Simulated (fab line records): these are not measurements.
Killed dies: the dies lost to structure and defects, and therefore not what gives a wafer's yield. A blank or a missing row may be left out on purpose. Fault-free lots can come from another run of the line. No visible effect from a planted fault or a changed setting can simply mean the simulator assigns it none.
Which tool was responsible?	flow nand harc	33 wafers from 11 lots sampled at 6 of the route's 1302 steps

== WHAT THE GAUGES SHOWED, per wafer ==
NHARC_A_CHANNEL_HOLE_D2_INSPECT_40.
lot	measured	on	raw defect count
L321	day 15 01:31	defect inspect-01	516 638 540 510 643 534
L322	day 15 02:03	defect inspect-01	273 444 379
L320	day 15 05:41	defect inspect-02	557 617 651 543 597 647
L332	day 19 18:19	defect inspect-01	159 141 149
L331	day 19 22:29	defect inspect-01	429 422 275
L334	day 20 05:32	defect inspect-02	372 213 299
L336	day 20 23:44	defect inspect-01	469 240 376
L337	day 21 19:31	defect inspect-01	276 241 216
L338	day 22 12:49	defect inspect-01	183 318 177
L339	day 22 16:16	defect inspect-01	211 252 254
L340	day 23 15:00	defect inspect-01	353 329 351

NHARC_END_SORT_01.
lot	measured	on	killed at array	killed at other	killed at periphery	killed dies	killed open	killed short
L321	day 27 04:47	prober-02	156 128 96	0 3 0	2 0 6	158 131 102	3 2 4	4 5 2
L320	day 26 02:43	prober-02	98 90 73	0 0 0	5 2 6	103 92 79	4 2 2	1 3 1
L331	day 30 10:43	prober-01	38	1	1	40	4	1

== TOOL THAT RAN EACH LOT (tool first, then ch and the chambers of the sampled wafers, then the start) ==
lot	NHARC_A_CHANNEL_HOLE_D2_ETCH_24	NHARC_A_CHANNEL_HOLE_D2_ETCH_27	NHARC_A_CHANNEL_HOLE_D2_ETCH_44	NHARC_A_CHANNEL_FILL_D2_ALD_03
L321	har etch-01 ch 0,1, day 14 21:41	har etch-01 ch 0,1, day 14 23:21	rie diel-05 ch 0,1,3, day 15 00:02	ald sin batch-01 ch 0, day 27 04:47 or earlier
L322	har etch-02 ch 0,1, day 14 21:59	har etch-02 ch 0,1, day 14 23:49	rie diel-07 ch 0,2, day 15 00:40	ald sin batch-01 ch 0, no start
L320	har etch-01 ch 0,1, day 15 02:00	har etch-01 ch 0,1, day 15 03:34	rie diel-07 ch 0,2, day 15 04:21	ald sin batch-01 ch 0, day 26 02:43 or earlier
L332	har etch-02 ch 0,1, day 19 14:59	har etch-02 ch 0,1, day 19 16:40	rie diel-05 ch 0,1, day 19 17:21	ald sin batch-02 ch 0, no start
L331	har etch-02 ch 0,1, day 19 19:10	har etch-02 ch 0,1, day 19 20:49	rie diel-03 ch 0,2,3, day 19 21:31	ald sin batch-02 ch 0, day 30 10:43 or earlier
L334	har etch-01 ch 0,1, day 20 01:58	har etch-01 ch 0,1, day 20 03:48	rie diel-05 ch 0,2,3, day 20 04:34	ald sin batch-01 ch 0, no start
L336	har etch-01 ch 0,1, day 20 20:05	har etch-01 ch 0,1, day 20 21:50	rie diel-03 ch 0,2, day 20 22:34	ald sin batch-01 ch 0, no start
L337	har etch-02 ch 0,1, day 21 16:11	har etch-02 ch 0,1, day 21 17:50	rie diel-05 ch 1,2, day 21 18:32	ald sin batch-02 ch 0, no start
L338	har etch-02 ch 0,1, day 22 09:13	har etch-02 ch 0,1, day 22 11:05	rie diel-03 ch 0,1,3, day 22 11:50	ald sin batch-03 ch 0, no start
L339	har etch-01 ch 0,1, day 22 12:48	har etch-01 ch 0,1, day 22 14:34	rie diel-05 ch 0,1,3, day 22 15:17	ald sin batch-03 ch 0, no start
L340	har etch-01 ch 0,1, day 23 11:23	har etch-01 ch 0,1, day 23 13:14	rie diel-07 ch 0,1,2, day 23 13:59	ald sin batch-01 ch 0, no start
- NHARC_A_CHANNEL_HOLE_D2_ETCH_24: etches the open film in C4F8/O2/Ar, time 906.2 s, target depth 1500 nm.
- NHARC_A_CHANNEL_HOLE_D2_ETCH_27: etches the open film in C4F8/O2/Ar, time 90 s, target depth 400 nm.
- NHARC_A_CHANNEL_HOLE_D2_ETCH_44: etches the open film in CF4/O2, target depth 140 nm, overetch 14 nm, time 77 s.
- NHARC_A_CHANNEL_FILL_D2_ALD_03: deposits SiNx, target thk 6 nm, pulse time 60 s, ald cycles 58.

== AS READ BY THE TOOLS THEMSELVES (means over the sampled wafers that have a number; for cases with no such wafer, the mark the record gives instead) ==
NHARC_A_CHANNEL_HOLE_D2_ETCH_24.
lot	tool	drypump motor current A (A)	showerhead plenum p Torr (Torr)	throttle valve pct (%)
L321	har etch-01	5.7	3.68	32.234
L322	har etch-02	5.8	3.51	32.233
L320	har etch-01	5.7	3.68	32.236
L332	har etch-02	5.7	3.91	32.236
L331	har etch-02	5.7	3.91	32.237
L334	har etch-01	6.0	3.64	32.246
L336	har etch-01	5.9	3.63	32.239
L337	har etch-02	5.7	3.89	32.242
L338	har etch-02	5.7	3.89	32.239
L339	har etch-01	6.0	3.62	32.227
L340	har etch-01	6.0	3.61	32.234

NHARC_A_CHANNEL_HOLE_D2_ETCH_27.
lot	tool	drypump motor current A (A)	showerhead plenum p Torr (Torr)	throttle valve pct (%)
L321	har etch-01	5.6	3.72	27.618
L322	har etch-02	5.8	3.55	27.620
L320	har etch-01	5.7	3.72	27.617
L332	har etch-02	5.7	3.96	27.622
L331	har etch-02	5.7	3.96	27.615
L334	har etch-01	6.0	3.68	27.624
L336	har etch-01	5.9	3.67	27.614
L337	har etch-02	5.7	3.94	27.626
L338	har etch-02	5.7	3.94	27.608
L339	har etch-01	6.0	3.66	27.618
L340	har etch-01	5.9	3.65	27.616

NHARC_A_CHANNEL_HOLE_D2_ETCH_44.
lot	tool	drypump motor current A (A)	oes product au (a.u.)	rf vpp V (V)	showerhead plenum p Torr (Torr)	throttle valve pct (%)
L321	rie diel-05	5.4	0.997	196.7	1.31	13.397
L322	rie diel-07	6.0	1.007	198.6	1.33	13.398
L320	rie diel-07	6.2	1.012	198.7	1.35	13.395
L332	rie diel-05	5.4	0.991	196.7	1.28	13.390
L331	rie diel-03	5.9	1.006	198.2	1.35	13.393
L334	rie diel-05	5.3	0.990	196.5	1.30	13.396
L336	rie diel-03	5.9	1.016	198.1	1.32	13.390
L337	rie diel-05	5.9	1.009	196.9	1.28	13.399
L338	rie diel-03	5.8	1.002	197.0	1.35	13.394
L339	rie diel-05	5.4	0.995	198.3	1.30	13.393
L340	rie diel-07	6.2	1.004	197.8	1.32	13.393

NHARC_A_CHANNEL_FILL_D2_ALD_03.
lot	tool	chamber pressure Torr (Torr)	precursor pulse height rel
L321	ald sin batch-01	1.998	1.011
L322	ald sin batch-01	2.003	0.997
L320	ald sin batch-01	1.999	1.001
L332	ald sin batch-02	2.003	1.008
L331	ald sin batch-02	2.003	1.016
L334	ald sin batch-01	2.000	0.998
L336	ald sin batch-01	2.003	1.015
L337	ald sin batch-02	2.002	0.987
L338	ald sin batch-03	1.995	1.005
L339	ald sin batch-03	2.000	0.982
L340	ald sin batch-01	1.993	1.005

== THE ANSWER, worked out from the rows above alone ==
Rule: the usual values come from the lots themselves. The widest of any qualifying gaps counts: lots, ordered by their means at a reading, are off when they make up no more than a third of the lots, leave a main group of 4 or more, and stand apart from it by 3 or more times the standard deviation of that group's means. A main group is skipped when, at the precision printed for the reading in the tables above, its means are all equal. Also off: a lot with no number at a reading for which 4 or more lots have one. The other lots that the step has rows for count as sound. Order of review: gauges by route order, followed by the tools' own readings, for which a lot's mean as printed above is used. At the first step where some lot is off, the reading lying furthest off is the one used; lots without a number count as furthest.
None of the lots is off at any reading shown; this tells nothing.

== WHAT THE SIMULATOR HAD INSERTED ==
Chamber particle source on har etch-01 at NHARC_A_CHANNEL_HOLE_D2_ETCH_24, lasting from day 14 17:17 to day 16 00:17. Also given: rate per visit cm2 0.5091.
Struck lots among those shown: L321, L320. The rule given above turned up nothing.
